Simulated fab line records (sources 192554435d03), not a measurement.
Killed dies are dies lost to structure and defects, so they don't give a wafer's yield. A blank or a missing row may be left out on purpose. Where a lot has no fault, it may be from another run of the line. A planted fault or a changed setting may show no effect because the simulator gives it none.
Code-filled problem report in 8D (eight disciplines) form -- flow n5 finfet -- the parts of the form that need people (team, actions taken, sign-off) are left out

== 1. WHAT WENT WRONG ==
Wafers without a fault read 13, standard deviation 5.2; killed_at_M4_up at N5_PASSIVATION_PROBE_49 reads a mean of 166 on 4 wafers belonging to 2 lots. Measured from the usual mean, that is +30 standard deviations.
Seen first at day 16 07:22 on prober-01, wafer L299.2. The record holds 6 wafers of 2 lots with a number at this step. The rule behind "out" and "out of limits": a value lying over 4 standard deviations away from the usual mean. The rest of the wafers with a number are treated as sound.

== 2. WHAT IT IS; WHAT IT IS NOT ==
question,is,is not
which readings at this step,"killed_at_M4_up, defect limited yield, killed dies, sort_bin_5_function, sort n pass, sort yield pct","killed_at_M0_to_M3, killed at contacts, killed at other, killed open, sort_bin_8_speed"
which lots,"L299, L301",-
which wafers of those lots,"L299.2, L299.5, L301.4, L301.5","L299.3, L301.3"
read on which tools,prober-01,-
when,from day 16 07:22,"up to then (0 sound wafers); but 2 sound wafers of L299, L301 came after"

== 3. SUSPECTS, AND WHAT RULES EACH OUT ==
Counting: if a tool at a process step up to the reading ran every lot that is out, it stays a suspect. Sound lots after the first of them don't rule it out here, since some wafers of a struck lot are sound.
- rie diel-03 at N5_BEOL_M7_TRENCH_ETCH_37 (etches SiCOH lowk in C4F6/O2, target depth 93.478 nm, time 31.2 s): kept. It ran every lot that is out, first L299 (day 12 21:16).
- prober-01 at N5_PASSIVATION_PROBE_49: kept. It ran every lot that is out, first L299 (day 16 07:22). On those wafers its own readings are out: defect limited yield, killed_at_M4_up, killed dies, sort_bin_5_function, sort n pass, sort yield pct.
- In rie diel-03 at N5_BEOL_M7_TRENCH_ETCH_37, the wafers that are out were processed in chamber 0 and their sound lot-mates in chambers 2, 3.
What counting leaves: rie diel-03 at N5_BEOL_M7_TRENCH_ETCH_37 and prober-01 at N5_PASSIVATION_PROBE_49.

== 4. THE CAUSE (what the simulator had put in) ==
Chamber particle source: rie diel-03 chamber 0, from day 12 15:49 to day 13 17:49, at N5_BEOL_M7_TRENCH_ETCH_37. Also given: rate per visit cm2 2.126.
Of the 2 suspects that counting leaves, this tool is one.

== 5. THE CHAIN OF EFFECTS, in route order ==
Each row: a reading whose mean over the struck wafers that have a number lies more than 3 standard deviations from the usual. Only readings whose record carries a usual standard deviation are examined. hours: median over the lots of the time between each lot's start at the first step of this table that gives one and its start at this step. sigmas: the change, counted in usual standard deviations.
hours,step,reading,usual,on struck wafers,change,sigmas
0,N5_PASSIVATION_PROBE_49,defect limited yield,91.6 %,77.0,-14.6,-12
0,N5_PASSIVATION_PROBE_49,killed_at_M4_up,13,166,+154,+30
0,N5_PASSIVATION_PROBE_49,killed dies,99,271,+172,+11
0,N5_PASSIVATION_PROBE_49,sort_bin_5_function,4.9 %,14.0,+9.1,+12
0,N5_PASSIVATION_PROBE_49,sort n pass,1081,909,-172,-11
0,N5_PASSIVATION_PROBE_49,sort yield pct,91.6 %,77.0,-14.6,-12
Here are the process steps it includes:
- N5_PASSIVATION_PROBE_49

== 6. HOW IT WOULD HAVE BEEN CAUGHT EARLIER ==
88 hours passed between the start of the fault at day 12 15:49 and the first reading out of limits in this record, taken at day 16 07:22.
No tool reading at N5_BEOL_M7_TRENCH_ETCH_37 that has a usual standard deviation in the record was out on any struck wafer, so an alarm limit of 4 standard deviations on those readings would not have fired.
By day 16 07:22 the whole set of lots that are out, 2 in number, had already begun N5_BEOL_M7_TRENCH_ETCH_37 on rie diel-03. Had the tool been put on hold then, not one of them would have been saved.
